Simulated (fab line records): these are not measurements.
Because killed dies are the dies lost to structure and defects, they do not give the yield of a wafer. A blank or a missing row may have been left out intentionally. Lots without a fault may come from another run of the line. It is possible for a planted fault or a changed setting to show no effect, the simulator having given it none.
fab line records	flow n5Finfet
[record] lots = 7	wafers = 21
route steps=1938 shown SD_EPI_P@321 SD_ACTIVATION@330 SDB@373 DUMMY_REMOVAL@377 HKMG_FIN@424 MOL_CONTACT_COAG@523
startH: start of the lot's first displayed wafer, in hours after the record's first day	waitH: hours from the lot's prior step to this one	" as in the row above	L1.1+2: a row that stands for several wafers	- no value, or no start was given	* or withheld: withheld	< > ~ a bound
route shown NAME@n: a module of which the file shows steps, and the number in the route of the first	usual: mean/standard deviation of fault-free wafers	same: alike in all rows	chamber/n: place in a boat	sites: the reading at each site	_std_site: how widely they spread, as a standard deviation	_edge_site: the outer-site mean with the inner-site mean subtracted	radiusMm: for every site, how far away it sits from the centre of the wafer	mask NAME#n: copy n	behind: tool/chamber where the wafer was last shaped	hold: reason for holding the lot/hours on hold/outcome of the hold	device: which transistor (n, p or np) failed to switch	end of line: the same wafers' tests at the end of the route	a step without rows: its recipe alone	killed: dies lost to structure and defects at the first sort, not the wafer's yield	map: a wafer's dies, marking killed ones x, the rest . and places with no die _
set.NAME: the setting the step ran with; set.NAME@STEP: the setting that earlier step ran with	model.NAME: the simulator's own value behind a step, which no gauge read
one table per step and one row per wafer, for lots whose settings were changed on purpose
[[steps]]
[step N5_SD_EPI_P_EPI_21]
[recipe] material = SiGe:B	dopant = B	tempC = 550	pressureTorr = 20	ambient = H2	timeS = 355
lot.wafer	tool	chamber	startH	waitH	set.timeS	model.SiGe-B_of_SD_EPI_P_EPI_21.thkNm
L077.2+3	epiRpcvd-02	0	73.69	0.5	355	62.2
L077.4	"	0	"	"	355	61.8
L080.2	epiRpcvd-01	0	91.58	0.5	355	60.4
L080.4	"	0	"	"	355	62
L080.5	"	0	"	"	355	61.6
L084.1	epiRpcvd-02	0	115.51	0.1	314.1	57
L084.2	"	0	"	"	314.1	57.6
L084.4	"	0	"	"	355	62
L085.2	epiRpcvd-02	0	123.48	0.5	355	61
L085.4	"	0	"	"	355	60.6
L085.5	"	0	"	"	328.2	57.8
L087.2+5	epiRpcvd-03	0	133.33	0.6	355	62.6
L087.3	"	0	"	"	380.9	64.6
L090.2	epiRpcvd-01	0	155.58	0.6	355	60.6
L090.3+5	"	0	"	"	355	61.4
L091.1	epiRpcvd-02	0	157.80	0.1	355	60.8
L091.4+6	"	0	158.88	1.1	355	60.4
[step N5_SD_EPI_P_HM_STRIP_48]
[recipe] chemistry = H3PO4	tempC = 160	material = SiNx	target = SiNx	targetDepthA = 30	overetchFraction = 0.3
lot.wafer	tool	chamber	startH	waitH	set.timeS@SD_EPI_P_EPI_21	model.SiGe-B_of_SD_EPI_P_EPI_21.thkNm
L077.2	wetBench-05	0	75.56	0.0	355	62
L077.3	"	2	"	"	355	61.8
L077.4	"	4	"	"	355	61.4
L080.2	wetBench-01	1	93.45	0.0	355	60.2
L080.4	"	2	"	"	355	61.8
L080.5	"	0	"	"	355	61.2
L084.1	wetBench-05	7	117.74	0.0	314.1	56.6
L084.2	"	0	"	"	314.1	57.2
L084.4	"	1	"	"	355	61.6
L085.2	wetBench-01	0	125.37	0.0	355	60.6
L085.4	"	3	"	"	355	60.2
L085.5	"	7	"	"	328.2	57.6
L087.2	wetBench-01	3	135.81	0.0	355	62.4
L087.3	"	0	"	"	380.9	64.4
L087.5	"	1	"	"	355	62.2
L090.2	wetBench-05	2	158.05	0.0	355	60.2
L090.3+5	"	0,3	"	"	355	61
L091.1	wetBench-04	6	160.04	0.0	355	60.4
L091.4	"	0	"	"	355	60
L091.6	"	1	"	"	355	60.2
[step N5_SD_EPI_P_SRD_49]
[recipe] dry = ipaMarangoni	timeS = 30	tempC = 23	rinseLiquid = diw
[step N5_SD_EPI_P_PRECLEAN_24]
[recipe] chemistry = O3/DIW	timeS = 45	tempC = 22	o3Ppm = 10
[step N5_SD_ACTIVATION_RTA_00]
[recipe] tempC = 975	timeS = 0	ambient = N2	idleTempC = 600	rampUpCPerS = 150	rampDownCPerS = 60	coolToC = 600
[step N5_SD_ACTIVATION_LSA_01]
[recipe] tempC = 1080	timeS = 0.0008	ambient = N2
[step N5_SD_ACTIVATION_RS_MEAS_03]
[recipe] thkMeasGauge = four-point-probe
[usual] RS_SD_N = 21.9/0.31	RS_SD_P = 56.0/0.99
lot.wafer	tool	chamber	startH	waitH	set.epiGrowthTimeS@SD_EPI_N_EPI_21	set.timeS@SD_EPI_P_EPI_21	RS_SD_N[ohm/sq]	RS_SD_P[ohm/sq]
L077.2	filmMetro-02	-	76.15	0.2	690	355	21.6	54.4
L077.3	"	-	"	"	745.3	355	20.5	54.5
L077.4	"	-	"	"	745.3	355	20.5	54.9
L080.2	filmMetro-02	-	94.05	0.2	753.5	355	20.1	57.0
L080.4	"	-	"	"	753.5	355	20.3	55.3
L080.5	"	-	"	"	690	355	21.3	55.8
L084.1	filmMetro-01	-	118.31	0.2	617.7	314.1	23.5	59.4
L084.2	"	-	"	"	690	314.1	21.3	59.4
L084.4	"	-	"	"	690	355	21.6	54.7
L085.2	filmMetro-01	-	125.98	0.2	647.7	355	22.4	54.9
L085.4	"	-	"	"	690	355	21.7	55.5
L085.5	"	-	"	"	690	328.2	21.5	57.7
L087.2	filmMetro-02	-	136.59	0.2	690	355	21.4	54.1
L087.3	"	-	"	"	690	380.9	21.3	52.1
L087.5	"	-	"	"	690	355	21.9	53.8
L090.2	filmMetro-01	-	158.64	0.2	690	355	21.9	55.4
L090.3	"	-	"	"	690	355	21.9	54.6
L090.5	"	-	"	"	690	355	21.9	54.8
L091.1	filmMetro-02	-	160.72	0.2	628.6	355	23.4	56.3
L091.4	"	-	"	"	690	355	22.3	57.3
L091.6	"	-	"	"	628.6	355	23.2	56.3
[step N5_SDB_ALD_29]
[recipe] material = SiNx	targetThkA = 300	tempC = 400	aldPrecursorFamily = SiH2I2	aldCoReactant = N2/H2-plasma	pulseTimeS = 1	aldCycles = 600	purgeTimeS = 2	coReactantPurgeTimeS = 2	pressureTorr = 2
lot.wafer	tool	chamber	startH	waitH	set.aldCycles	model.SiNx_of_SDB_ALD_29.thkNm
L077.2	aldSin-02	0	85.90	0.1	600	29.8
L077.3+4	"	3,1	"	"	600	29.6
L080.2	aldSin-04	1	102.55	0.0	600	30
L080.4	"	0	"	"	565	28.6
L080.5	"	1	103.90	1.4	600	30.2
L084.1+2	aldSin-02	3,1	127.94	0.0	600	29.8
L084.4	"	0	"	"	600	29.6
L085.2	aldSin-04	3	134.07	0.0	600	30.2
L085.4	"	1	"	"	600	30
L085.5	"	0	135.42	1.4	527	26.2
L087.2+3+5	aldSin-04	2,0,1	144.65	0.0	600	30
L090.2	aldSin-03	2	166.90	0.0	600	29.6
L090.3	"	0	"	"	600	29.8
L090.5	"	2	168.26	1.4	600	30
L091.1+4	aldSin-02	0,1	168.63	0.1	600	30.2
L091.6	"	3	169.99	1.5	600	30
[step N5_SDB_CMP_30]
[recipe] stopOn = poly-Si	tOverpolishS = 1.54	postCmpClean = alkalineBrush	downForcePsi = 4.1491	platenRpm = 51.796	padVelocityMS = 1.0306	targetThkNm = 30
lot.wafer	tool	chamber	startH	waitH	set.platenRpm
L077.4+2	cmp-01	2,3	88.67	1.4	51.796
L077.3	"	0	"	"	52.85
L080.2+5	cmp-01	2,0	105.36	1.5	52.35
L080.4	"	3	"	"	51.796
L084.2+1+4	cmp-02	1,2,3	130.71	1.4	51.796
L085.2+5	cmp-01	2	136.84	1.4	50.43
L085.4	"	3	"	"	51.796
L087.3+5	cmp-02	2,3	147.38	1.4	51.24
L087.2	"	3	"	"	51.796
L090.2+3+5	cmp-02	2,3,0	169.71	1.5	51.796
L091.4+6	cmp-04	2,1	171.44	1.5	51.796
L091.1	"	3	"	"	51.06
[step N5_DUMMY_REMOVAL_HM_STRIP_01]
[recipe] chemistry = CH3F/O2	material = SiNx	targetDepthA = 40	stopOn = poly-Si	timeS = 6.8	overEtchFrac = 0.3	ionEnergyEv = 60	powerW = 410	biasW = 29	Ar_flow_sccm = 150	CH3F_flow_sccm = 30	O2_flow_sccm = 20
lot.wafer	tool	chamber	startH	waitH	set.aldCycles@SDB_ALD_29	model.SiNx_of_SDB_ALD_29.thkNm
L077.2	rieDiel-01	3	88.99	0.0	600	29.2
L077.3	"	2	"	"	600	28.8
L077.4	"	0	"	"	600	29
L080.2	rieDiel-06	2	105.88	0.3	600	29.4
L080.4	"	1	"	"	565	28
L080.5	"	3	"	"	600	29.6
L084.1+2	rieDiel-02	1,0	131.03	0.0	600	29.2
L084.4	"	2	"	"	600	29
L085.2+4	rieDiel-02	1,0	137.16	0.0	600	29.4
L085.5	"	1	"	"	527	25.8
L087.2+3	rieDiel-02	1,0	147.74	0.0	600	29.4
L087.5	"	1	"	"	600	29.2
L090.2	rieDiel-06	2	169.99	0.0	600	29
L090.3+5	"	0	"	"	600	29.2
L091.1+6	rieDiel-06	2,3	171.75	0.1	600	29.4
L091.4	"	0	"	"	600	29.6
[step N5_HKMG_FIN_COAT_06]
[recipe] resist = CAR-ArF	spinRpm = 1500	resistThkNm = 90
lot.wafer	tool	chamber	startH	waitH	set.spinRpm	model.CAR-ArF_of_HKMG_FIN_COAT_06.thkNm
L077.2	lithoTrack-01	0	-	-	1500	90.2
L077.3	"	0	"	"	1557	88.4
L077.4	"	0	"	"	1557	88.2
L080.2	lithoTrack-04	0	-	-	1338	95.4
L080.4+5	"	0	"	"	1500	90.2
L084.1	lithoTrack-04	0	-	-	1644	86.2
L084.2	"	0	"	"	1644	86.6
L084.4	"	0	"	"	1500	90.2
L085.2+4+5	lithoTrack-04	0	-	-	1500	90.2
L087.2	lithoTrack-03	0	-	-	1500	89.8
L087.3	"	0	"	"	1500	90.2
L087.5	"	0	"	"	1440	91.8
L090.2	lithoTrack-01	0	-	-	1500	89.8
L090.3	"	0	"	"	1500	89.6
L090.5	"	0	"	"	1500	90
L091.1	lithoTrack-03	0	-	-	1635	86.6
L091.4	"	0	"	"	1500	90.2
L091.6	"	0	"	"	1500	90
[step N5_HKMG_FIN_EBR_08]
[recipe] solvent = PGMEA	ebrWidthMm = 1.5
[step N5_HKMG_FIN_SOFTBAKE_07]
[recipe] tempC = 110	timeS = 60	resist = CAR-ArF
[step N5_HKMG_FIN_EXPOSE_09]
[recipe] maskId = NWFM	na = 1.35	sourceShape = conventional	sigmaOuter = 0.8	polarization = unpolarized	doseMj = 39.25
[step N5_HKMG_FIN_PEB_10]
[recipe] pebTempC = withheld	pebTimeS = 60	resist = CAR-ArF
[step N5_HKMG_FIN_DEVELOP_11]
[recipe] developTimeS = 30	developer = TMAH	resist = CAR-ArF	devTempC = 23	rinseLiquid = diw	dry = airSpin
lot.wafer	tool	chamber	startH	waitH	set.spinRpm@HKMG_FIN_COAT_06	model.CAR-ArF_of_HKMG_FIN_COAT_06.thkNm
L077.2	lithoTrack-01	0	-	-	1500	88.4
L077.3	"	0	"	"	1557	86.6
L077.4	"	0	"	"	1557	86.4
L080.2	lithoTrack-03	0	-	-	1338	93.8
L080.4+5	"	0	"	"	1500	88.4
L084.1	lithoTrack-04	0	-	-	1644	84.4
L084.2	"	0	"	"	1644	84.8
L084.4	"	0	"	"	1500	88.4
L085.2	lithoTrack-04	0	-	-	1500	88.6
L085.4+5	"	0	"	"	1500	88.4
L087.2	lithoTrack-03	0	-	-	1500	88
L087.3	"	0	"	"	1500	88.4
L087.5	"	0	"	"	1440	90.2
L090.2	lithoTrack-04	0	-	-	1500	88.2
L090.3	"	0	"	"	1500	88
L090.5	"	0	"	"	1500	88.4
L091.1	lithoTrack-04	0	-	-	1635	85
L091.4	"	0	"	"	1500	88.6
L091.6	"	0	"	"	1500	88.4
[step N5_HKMG_FIN_DESCUM_17]
[recipe] chemistry = O2	timeS = 7.9	sourcePowerW = 50	biasPowerW = 20	pressureMtorr = 20	rfFrequencyHz = 2.712e+07	tempC = 40	resist = CAR-ArF	o2FlowSccm = 225
lot.wafer	tool	chamber	startH	waitH	set.spinRpm@HKMG_FIN_COAT_06	model.CAR-ArF_of_HKMG_FIN_COAT_06.thkNm
L077.2	rieDiel-03	0	93.96	0.1	1500	83.6
L077.3	"	2	"	"	1557	81.8
L077.4	"	3	"	"	1557	81.6
L080.2	rieDiel-03	1	110.78	0.0	1338	89
L080.4+5	"	0	"	"	1500	83.6
L084.1	rieDiel-05	3	135.87	0.0	1644	79.6
L084.2	"	2	"	"	1644	80
L084.4	"	1	"	"	1500	83.6
L085.2	rieDiel-03	2	142.23	0.0	1500	83.8
L085.4+5	"	1,2	"	"	1500	83.6
L087.2	rieDiel-05	1	152.82	0.2	1500	83.2
L087.3	"	2	"	"	1500	83.6
L087.5	"	2	"	"	1440	85.2
L090.2+5	rieDiel-04	3,0	175.16	0.1	1500	83.4
L090.3	"	1	"	"	1500	83.2
L091.1	rieDiel-03	3	177.30	0.0	1635	80
L091.4	"	0	"	"	1500	83.8
L091.6	"	0	"	"	1500	83.6
[step N5_HKMG_FIN_ETCH_32]
[recipe] chemistry = N2/H2	target = SOC	targetDepthA = 2400	tempC = 40	timeS = 300	ionEnergyEv = 200	maskMaterial = SiARC	pressureMtorr = 30	sourceW = 840	biasW = 150	n2FlowSccm = 200	h2FlowSccm = 200
[usual] rfVppV = 523/3.4
lot.wafer	tool	chamber	startH	waitH	set.biasW	rfVppV
L077.2	rieDiel-03	0	94.05	0.0	150	519
L077.3	"	2	"	"	150	525
L077.4	"	3	"	"	150	527
L080.2	rieDiel-03	1	110.87	0.0	150	527
L080.4	"	0	"	"	150	519
L080.5	"	0	"	"	150	519
L084.1	rieDiel-05	3	135.96	0.0	137.7	500
L084.2	"	2	"	"	150	517
L084.4	"	1	"	"	150	525
L085.2	rieDiel-03	2	142.32	0.0	150	525
L085.4	"	1	"	"	150	526
L085.5	"	2	"	"	163.5	553
L087.2	rieDiel-05	1	152.91	0.0	150	525
L087.3	"	2	"	"	140.8	498
L087.5	"	2	"	"	150	518
L090.2	rieDiel-04	3	175.25	0.0	150	524
L090.3	"	1	"	"	150	522
L090.5	"	0	"	"	150	527
L091.1	rieDiel-03	3	177.44	0.1	150	524
L091.4	"	0	"	"	133.5	480
L091.6	"	0	"	"	133.5	481
[step N5_MOL_CONTACT_COAG_EXPOSE_05]
[recipe] maskId = CA	na = 0.33	sourceShape = annular	sigmaInner = 0.4	sigmaOuter = 0.8	polarization = unpolarized	defocusNm = 0	doseMj = 38.25
lot.wafer	tool	chamber	startH	waitH	mask	set.doseMj
L077.2+3	euvScanner-01	0	105.92	-	CA#0	38.25
L077.4	"	0	"	"	CA#0	39.14
L080.2+4	euvScanner-01	0	122.98	-	CA#0	35.44
L080.5	"	0	"	"	CA#0	38.25
L084.1+2+4	euvScanner-01	0	147.96	-	CA#0	38.25
L085.2+5	euvScanner-02	0	154.38	-	CA#0	35.66
L085.4	"	0	"	"	CA#0	38.25
L087.2+3+5	euvScanner-02	0	164.81	-	CA#0	38.25
L090.2+3+5	euvScanner-02	0	188.63	-	CA#0	38.25
L091.1+4	euvScanner-02	0	190.20	-	CA#0	40.02
L091.6	"	0	"	"	CA#0	38.25
[step N5_MOL_CONTACT_COAG_PEB_06]
[recipe] pebTempC = 100	pebTimeS = 60	resist = CAR-EUV
[step N5_MOL_CONTACT_COAG_DEVELOP_07]
[recipe] developTimeS = 30	developer = TMAH	resist = CAR-EUV	rinseLiquid = surfactantRinse	dry = airSpin	devTempC = 23
[step N5_MOL_CONTACT_COAG_CD_MEAS_08]
[recipe] targetCdNm = 28	landingEnergyEv = 500	detector = seInlens	polarity = opening
[usual] cdNm = 28.02/0.25
lot.wafer	tool	chamber	startH	waitH	set.doseMj@MOL_CONTACT_COAG_EXPOSE_05	cdNm
L077.2	cdSem-01	0	106.05	-	38.25	27.89
L077.3	"	0	"	"	38.25	27.95
L077.4	"	0	"	"	39.14	28.36
L080.2	cdSem-03	0	123.10	-	35.44	26.20
L080.4	"	0	"	"	35.44	26.52
L080.5	"	0	"	"	38.25	28.16
L084.1	cdSem-03	0	148.09	-	38.25	27.79
L084.2	"	0	"	"	38.25	28.09
L084.4	"	0	"	"	38.25	27.87
L085.2	cdSem-03	0	154.50	-	35.66	26.10
L085.4	"	0	"	"	38.25	27.84
L085.5	"	0	"	"	35.66	26.25
L087.2	cdSem-02	0	164.93	-	38.25	28.12
L087.3	"	0	"	"	38.25	28.16
L087.5	"	0	"	"	38.25	28.10
L090.2	cdSem-01	0	188.76	-	38.25	27.91
L090.3	"	0	"	"	38.25	28.20
L090.5	"	0	"	"	38.25	27.86
L091.1	cdSem-02	0	190.33	-	40.02	28.65
L091.4	"	0	"	"	40.02	29.01
L091.6	"	0	"	"	38.25	28.25
[step N5_MOL_CONTACT_COAG_DESCUM_13]
[recipe] chemistry = O2	timeS = 7	sourcePowerW = 50	biasPowerW = 20	pressureMtorr = 20	rfFrequencyHz = 2.712e+07	tempC = 40	resist = CAR-EUV	o2FlowSccm = 225
[step N5_MOL_CONTACT_COAG_ETCH_59]
[recipe] chemistry = N2/H2	target = underlayer	targetDepthA = 130	maskMaterial = CAR-EUV	timeS = 10.4	ionEnergyEv = 200	pressureMtorr = 30	sourceW = 840	biasW = 150	n2FlowSccm = 200	h2FlowSccm = 200	ends = cleared
lot.wafer	tool	chamber	startH	waitH	set.doseMj@MOL_CONTACT_COAG_EXPOSE_05	model.MOL_CONTACT_COAG.cdOffsetNm
L077.2	rieDiel-04	3	106.39	0.0	38.25	0.2
L077.3	"	0	"	"	38.25	0.4
L077.4	"	1	"	"	39.14	0.6
L080.2	rieDiel-05	3	123.42	0.0	35.44	-1.8
L080.4	"	0	"	"	35.44	-1.6
L080.5	"	3	"	"	38.25	-0.2
L084.1+2+4	rieDiel-05	2,0,1	148.28	0.0	38.25	0
L085.2	rieDiel-05	2	154.66	0.0	35.66	-1.6
L085.4	"	3	"	"	38.25	0
L085.5	"	1	"	"	35.66	-1.4
L087.2+3+5	rieDiel-04	1,2,2	165.27	0.0	38.25	0.2
L090.2	rieDiel-05	2	188.91	0.0	38.25	0
L090.3	"	0	"	"	38.25	-0.4
L090.5	"	3	"	"	38.25	-0.2
L091.1+4	rieDiel-03	2	191.01	0.0	40.02	0.8
L091.6	"	3	"	"	38.25	0.2
[step N5_MOL_CONTACT_COAG_ETCH_105]
[recipe] chemistry = CF4	target = SiARC	targetDepthA = 156	maskMaterial = CAR-EUV	timeS = 26	ionEnergyEv = 80	pressureMtorr = 40	sourceW = 545	biasW = 36	Ar_flow_sccm = 100	cf4FlowSccm = 100	ends = cleared
lot.wafer	tool	chamber	startH	waitH	set.doseMj@MOL_CONTACT_COAG_EXPOSE_05	model.MOL_CONTACT_COAG.cdOffsetNm
L077.2	rieDiel-04	3	106.41	0.0	38.25	0.2
L077.3	"	0	"	"	38.25	0.6
L077.4	"	1	"	"	39.14	0.4
L080.2+4	rieDiel-05	3,0	123.44	0.0	35.44	-1.8
L080.5	"	3	"	"	38.25	-0.2
L084.1+2+4	rieDiel-05	2,0,1	148.30	0.0	38.25	0
L085.2	rieDiel-05	2	154.68	0.0	35.66	-1.8
L085.4	"	3	"	"	38.25	-0.4
L085.5	"	1	"	"	35.66	-1.6
L087.2+5	rieDiel-04	1,2	165.29	0.0	38.25	0.2
L087.3	"	2	"	"	38.25	0
L090.2	rieDiel-05	2	188.93	0.0	38.25	0
L090.3	"	0	"	"	38.25	-0.4
L090.5	"	3	"	"	38.25	-0.2
L091.1+4	rieDiel-03	2	191.03	0.0	40.02	0.8
L091.6	"	3	"	"	38.25	0.2
[step N5_MOL_CONTACT_COAG_CONTACT_ETCH_14]
[recipe] chemistry = C4F6/O2	target = SiO2	targetDepthA = 275	overetchA = 85	maskMaterial = SOC	pressureMtorr = 30	sourceW = 370	biasW = 185	Ar_flow_sccm = 300	C4F6_flow_sccm = 16	O2_flow_sccm = 10	timeS = 20	ionEnergyEv = 259.6
[usual] rfVppV = 692/4
lot.wafer	tool	chamber	startH	waitH	set.sourceW	rfVppV
L077.2	rieDiel-04	3	106.54	0.0	370	693
L077.3	"	0	"	"	309.5	736
L077.4	"	1	"	"	370	691
L080.2	rieDiel-05	3	123.57	0.0	418.2	676
L080.4	"	0	"	"	418.2	662
L080.5	"	3	"	"	418.2	675
L084.1	rieDiel-05	2	148.43	0.0	370	685
L084.2	"	0	"	"	370	692
L084.4	"	1	"	"	370	694
L085.2	rieDiel-05	2	154.80	0.0	370	685
L085.4	"	3	"	"	370	699
L085.5	"	1	"	"	370	695
L087.2	rieDiel-04	1	165.42	0.0	323	717
L087.3	"	2	"	"	370	690
L087.5	"	2	"	"	323	719
L090.2	rieDiel-05	2	189.06	0.0	370	684
L090.3	"	0	"	"	370	692
L090.5	"	3	"	"	370	698
L091.1	rieDiel-03	2	191.16	0.0	370	693
L091.4	"	2	"	"	429.3	663
L091.6	"	3	"	"	370	694
[step N5_MOL_CONTACT_COAG_STRIP_109]
[recipe] chemistry = C4F6/O2	resist = SiARC	rfFrequencyHz = 6e+07
[step N5_MOL_CONTACT_COAG_ETCH_15]
[recipe] chemistry = CH3F/O2	target = SiNx	targetDepthA = 70	maskMaterial = SOC	stopOn = Si:P	overEtchFrac = 0.75	ionEnergyEv = 120	pressureMtorr = 30	sourceW = 395	biasW = 73	Ar_flow_sccm = 150	CH3F_flow_sccm = 30	O2_flow_sccm = 20
lot.wafer	tool	chamber	startH	waitH	set.doseMj@MOL_CONTACT_COAG_EXPOSE_05	model.MOL_CONTACT_COAG.cdOffsetNm
L077.2	rieDiel-04	3	106.57	0.0	38.25	0.2
L077.3	"	0	"	"	38.25	0.4
L077.4	"	1	"	"	39.14	0.6
L080.2	rieDiel-05	3	123.60	0.0	35.44	-2
L080.4	"	0	"	"	35.44	-1.8
L080.5	"	3	"	"	38.25	-0.4
L084.1	rieDiel-05	2	148.46	0.0	38.25	0.2
L084.2	"	0	"	"	38.25	-0.2
L084.4	"	1	"	"	38.25	0
L085.2	rieDiel-05	2	154.84	0.0	35.66	-1.6
L085.4	"	3	"	"	38.25	-0.2
L085.5	"	1	"	"	35.66	-1.2
L087.2	rieDiel-04	1	165.46	0.0	38.25	0.4
L087.3	"	2	"	"	38.25	0
L087.5	"	2	"	"	38.25	0.2
L090.2	rieDiel-05	2	189.10	0.0	38.25	0.2
L090.3+5	"	0,3	"	"	38.25	-0.2
L091.1	rieDiel-03	2	191.19	0.0	40.02	1
L091.4	"	2	"	"	40.02	0.8
L091.6	"	3	"	"	38.25	0
[[key]]
[split] step = N5_SD_EPI_P_EPI_21	setting = timeS	stated = 355	by = wafer
[response] step = N5_SD_EPI_P_EPI_21	reading = model.SiGe-B_of_SD_EPI_P_EPI_21.thkNm	change = +0.376	per = 1%	r = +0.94
[response] step = N5_SD_EPI_P_HM_STRIP_48	reading = model.SiGe-B_of_SD_EPI_P_EPI_21.thkNm	change = +0.373	per = 1%	r = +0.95
[response] step = N5_SD_ACTIVATION_RS_MEAS_03	reading = RS_SD_P	change = -0.356	per = 1%	r = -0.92
[split] step = N5_SDB_ALD_29	setting = aldCycles	stated = 600	by = wafer
[response] step = N5_SDB_ALD_29	reading = model.SiNx_of_SDB_ALD_29.thkNm	change = +0.309	per = 1%	r = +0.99
[response] step = N5_DUMMY_REMOVAL_HM_STRIP_01	reading = model.SiNx_of_SDB_ALD_29.thkNm	change = +0.289	per = 1%	r = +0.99
[split] step = N5_SDB_CMP_30	setting = platenRpm	stated = 51.796	by = wafer
response none clear
[split] step = N5_HKMG_FIN_COAT_06	setting = spinRpm	stated = 1500	by = wafer
[response] step = N5_HKMG_FIN_COAT_06	reading = model.CAR-ArF_of_HKMG_FIN_COAT_06.thkNm	change = -0.433	per = 1%	r = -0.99
[response] step = N5_HKMG_FIN_DEVELOP_11	reading = model.CAR-ArF_of_HKMG_FIN_COAT_06.thkNm	change = -0.442	per = 1%	r = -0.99
[response] step = N5_HKMG_FIN_DESCUM_17	reading = model.CAR-ArF_of_HKMG_FIN_COAT_06.thkNm	change = -0.445	per = 1%	r = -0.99
[split] step = N5_HKMG_FIN_ETCH_32	setting = biasW	stated = 150	by = wafer
[response] step = N5_HKMG_FIN_ETCH_32	reading = rfVppV	change = +3.39	per = 1%	r = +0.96
[split] step = N5_MOL_CONTACT_COAG_EXPOSE_05	setting = doseMj	stated = 38.25	by = wafer
[response] step = N5_MOL_CONTACT_COAG_CD_MEAS_08	reading = cdNm	change = +0.223	per = 1%	r = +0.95
[response] step = N5_MOL_CONTACT_COAG_ETCH_59	reading = model.MOL_CONTACT_COAG.cdOffsetNm	change = +0.195	per = 1%	r = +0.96
[response] step = N5_MOL_CONTACT_COAG_ETCH_105	reading = model.MOL_CONTACT_COAG.cdOffsetNm	change = +0.184	per = 1%	r = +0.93
[response] step = N5_MOL_CONTACT_COAG_ETCH_15	reading = model.MOL_CONTACT_COAG.cdOffsetNm	change = +0.19	per = 1%	r = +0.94
[split] step = N5_MOL_CONTACT_COAG_CONTACT_ETCH_14	setting = sourceW	stated = 370	by = wafer
[response] step = N5_MOL_CONTACT_COAG_CONTACT_ETCH_14	reading = rfVppV	change = -2.29	per = 1%	r = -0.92
split outsideThisFile step=N5_SD_EPI_N_EPI_21 setting=epiGrowthTimeS
// split outsideThisFile: this setting was split too, and the file shows its column; the key of that split is in another file
